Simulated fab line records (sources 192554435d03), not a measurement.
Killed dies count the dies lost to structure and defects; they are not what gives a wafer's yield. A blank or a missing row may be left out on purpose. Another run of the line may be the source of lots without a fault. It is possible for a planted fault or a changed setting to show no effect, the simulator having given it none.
2 desks, one fault	flow n5Finfet	numbers are kept per desk, each desk with only its own; the story behind them comes last

== AT THE METROLOGY DESK ==
What the gauges read, lot by lot, whatever tool the lot ran on: means of the sampled wafers that have a number. Any lot whose mean is over 4 standard deviations away from the usual mean is out of limits and marked OUT; that distance is given in the brackets.
Columns: A = cdNm at N5_BEOL_M1_CD_MEAS_11, usual 17.11 nm
lot	first seen here	A
L413	day 6 08:36	17.16
L414	day 6 13:55	17.08
L416	day 6 21:02	16.96
L421	day 8 00:46	17.24
L422	day 8 07:22	16.81
L425	day 9 02:57	17.00
L426	day 9 06:29	17.09
L427	day 9 14:22	16.86
L429	day 10 00:28	17.13
L430	day 10 06:44	17.23
L431	day 10 12:43	16.95
L433	day 11 01:46	17.14
L435	day 11 09:47	17.30
L436	day 11 16:21	17.01
Result from this desk: across the 14 lots, nothing is out of limits.

== DESK OF THE TOOL OWNER: lithoTrack-01 ==
The tool's own readings at N5_BEOL_M1_DEVELOP_27 (develop time 30 s): means of the sampled wafers that have a number, for each lot that ran on this tool. Any lot whose mean is over 4 standard deviations away from the usual mean is out of limits and marked OUT; that distance is given in the brackets.
Columns: A = chillPlateTempC at N5_BEOL_M1_DEVELOP_27, usual 23.00 C; B = exhaustPa at N5_BEOL_M1_DEVELOP_27, usual 45.0 Pa
lot	first seen here	A	B
L416	day 6 22:04	22.93	45.5
L433	day 11 02:43	23.02	45.8
L436	day 11 17:32	22.99	44.1
Result from this desk: across the 3 lots, nothing is out of limits.

== BROUGHT TOGETHER ==
The metrology desk saw nothing out of limits.
The tool owner's desk saw nothing out of limits.

== WHAT THE SIMULATOR HAD INSERTED ==
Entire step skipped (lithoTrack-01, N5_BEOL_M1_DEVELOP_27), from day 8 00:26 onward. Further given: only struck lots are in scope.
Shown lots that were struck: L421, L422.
